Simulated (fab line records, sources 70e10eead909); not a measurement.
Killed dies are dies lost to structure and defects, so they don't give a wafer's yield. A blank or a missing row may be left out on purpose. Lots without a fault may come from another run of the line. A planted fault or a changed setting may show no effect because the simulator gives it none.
Chamber matching | flow nand_harc | NHARC_A_M1_DESCUM_14 on rie_diel-03: 4 sister chambers
The step chemistry O2, time 3 s. 4 wafers are shown with their chamber, then 8 later ones without.

WAFERS WITH THEIR CHAMBER
wafer  | chamber | drypump_motor_current_A (A)
L088.1 | 2       | 5.9
L088.3 | 0       | 5.5
L088.6 | 1       | 6.1
L089.3 | 3       | 6.1

WAFERS WITHOUT THEIR CHAMBER
wafer  | drypump_motor_current_A (A)
L089.5 | 5.9
L089.6 | 6.0
L093.1 | 6.0
L093.4 | 6.1
L093.6 | 6.0
L094.1 | 5.5
L094.3 | 6.1
L094.4 | 6.1

WHICH CHAMBER EACH WENT THROUGH
wafer  | from the rows above          | in truth
L089.5 | 2                            | 2
L089.6 | can't be placed: 1 or 2 or 3 | 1
L093.1 | can't be placed: 1 or 2 or 3 | 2
L093.4 | can't be placed: 1 or 3      | 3
L093.6 | can't be placed: 1 or 2 or 3 | 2
L094.1 | 0                            | 0
L094.3 | can't be placed: 1 or 3      | 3
L094.4 | can't be placed: 1 or 3      | 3
Placed correctly: 2 of 8. Can't be placed from these rows: 6 (the true chamber is among the candidates in 6). Placed wrongly: 0.
How it was worked out, from the rows above alone: a wafer's distance from a chamber is the root of the sum, over the readings, of the square of ((its reading less the chamber's mean) divided by the reading's scatter). The wafer belongs to the nearest chamber; if the next one is less than 2 further off, it can't be placed. A chamber's mean is the mean of its shown wafers. The scatter: with one shown wafer a chamber, the root of the mean of the squares of how far each hidden wafer lies from its nearest shown one.
